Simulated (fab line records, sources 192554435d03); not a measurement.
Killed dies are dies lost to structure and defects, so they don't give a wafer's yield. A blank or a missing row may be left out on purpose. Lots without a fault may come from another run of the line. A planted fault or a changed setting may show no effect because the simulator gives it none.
Chamber matching | flow n5_finfet | N5_FIN_SAQP_ETCH_65 on rie_si-03: 4 sister chambers
The step etches SiO2 in CF4, target depth 4 nm, time 4.4 s. 14 wafers are shown with their chamber, then 7 later ones without.

WAFERS WITH THEIR CHAMBER
wafer  | chamber | drypump_motor_current_A (A) | throttle_valve_pct (%) | oes_product_au (a.u.)
L075.2 | 1       | 6.2                         | 21.77                  | 1.002
L075.3 | 2       | 5.4                         | 21.69                  | 0.976
L075.5 | 3       | 5.7                         | 21.87                  | 0.957
L080.2 | 2       | 5.4                         | 21.70                  | 0.988
L080.4 | 0       | 6.0                         | 22.09                  | 0.964
L080.5 | 2       | 5.4                         | 21.72                  | 0.977
L083.4 | 2       | 5.4                         | 21.68                  | 0.987
L083.5 | 1       | 6.2                         | 21.77                  | 1.009
L083.6 | 2       | 5.4                         | 21.69                  | 0.986
L090.1 | 1       | 6.2                         | 21.78                  | 1.019
L090.2 | 2       | 5.4                         | 21.70                  | 0.981
L090.3 | 0       | 6.1                         | 22.07                  | 0.986
L093.1 | 2       | 5.4                         | 21.71                  | 0.987
L093.4 | 2       | 5.4                         | 21.70                  | 0.987

SIGNATURES (means of the wafers above)
reading                 | chamber 0 | chamber 1 | chamber 2 | chamber 3 | scatter within a chamber
drypump_motor_current_A | 6.050     | 6.200     | 5.400     | 5.700     | 0.0224
throttle_valve_pct      | 22.0800   | 21.7733   | 21.6988   | 21.8700   | 0.0116
oes_product_au          | 0.97500   | 1.01000   | 0.98362   | 0.95700   | 0.00746
Rule: a wafer's distance from a chamber is the root of the sum, over the readings, of the square of ((its reading less the chamber's mean) divided by the reading's scatter). The wafer belongs to the nearest chamber; if the next one is less than 2 further off, it can't be placed. The scatter: the root of (the sum of the squares of (reading less its chamber's mean) over the shown wafers, divided by (wafers less chambers)).

WAFERS WITHOUT THEIR CHAMBER
wafer  | drypump_motor_current_A (A) | throttle_valve_pct (%) | oes_product_au (a.u.)
L093.6 | 6.1                         | 22.07                  | 0.966
L095.2 | 5.8                         | 21.86                  | 0.984
L095.4 | 6.2                         | 21.76                  | 1.015
L095.5 | 6.1                         | 22.06                  | 0.975
L097.2 | 5.4                         | 21.69                  | 0.977
L097.3 | 5.8                         | 21.86                  | 0.971
L097.5 | 6.2                         | 21.76                  | 1.010

WHICH CHAMBER EACH WENT THROUGH
wafer  | from the rows above | in truth
L093.6 | 0                   | 0
L095.2 | 3                   | 3
L095.4 | 1                   | 1
L095.5 | 0                   | 0
L097.2 | 2                   | 2
L097.3 | 3                   | 3
L097.5 | 1                   | 1
Placed correctly: 7 of 7. Can't be placed from these rows: 0. Placed wrongly: 0.
